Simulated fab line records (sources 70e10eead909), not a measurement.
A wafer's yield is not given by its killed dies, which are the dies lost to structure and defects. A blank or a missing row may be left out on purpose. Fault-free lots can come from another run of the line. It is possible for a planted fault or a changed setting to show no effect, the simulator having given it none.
Chamber matching | flow nand-harc | NHARC_P_M1_PRE_CLEAN_32 on pecvd-02 has 3 sister chambers
The step time 12 s. 3 wafers are shown with their chamber, then 12 later ones without.

== WAFERS WITH THEIR CHAMBER ==
wafer  | chamber | heater-power-w (W)
L084.3 | 0       | 526
L083.2 | 2       | 763
L083.6 | 1       | 588

== WAFERS WITHOUT THEIR CHAMBER ==
wafer  | heater-power-w (W)
L085.2 | 532
L085.3 | 622
L085.6 | 751
L091.4 | 777
L091.5 | 587
L091.6 | 575
L092.3 | 764
L092.4 | 612
L092.6 | 756
L094.4 | 626
L094.5 | 639
L094.6 | 747

== THE CHAMBER EACH PASSED THROUGH ==
wafer  | from the rows above     | in truth
L085.2 | 0                       | 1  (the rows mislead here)
L085.3 | 1                       | 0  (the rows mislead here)
L085.6 | 2                       | 2
L091.4 | 2                       | 2
L091.5 | 1                       | 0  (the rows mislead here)
L091.6 | can't be placed: 1 or 0 | 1
L092.3 | 2                       | 2
L092.4 | 1                       | 1
L092.6 | 2                       | 2
L094.4 | 1                       | 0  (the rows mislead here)
L094.5 | 1                       | 1
L094.6 | 2                       | 2
Correct placement for 7 of the 12. Not placeable from these rows: 1 (in 1, the candidates include the true chamber). Wrongly placed: 4.
How it was worked out, from the rows above alone: a wafer's distance from a chamber is the root of the sum, over the readings, of the square of ((its reading less the chamber's mean) divided by the reading's scatter). The wafer belongs to the nearest chamber; if the next one is less than 2 further off, it can't be placed. Each chamber's mean is taken over the wafers shown for it. The scatter (one wafer shown for each chamber): square how far every hidden wafer sits from the nearest shown wafer, average those squares and take the square root.
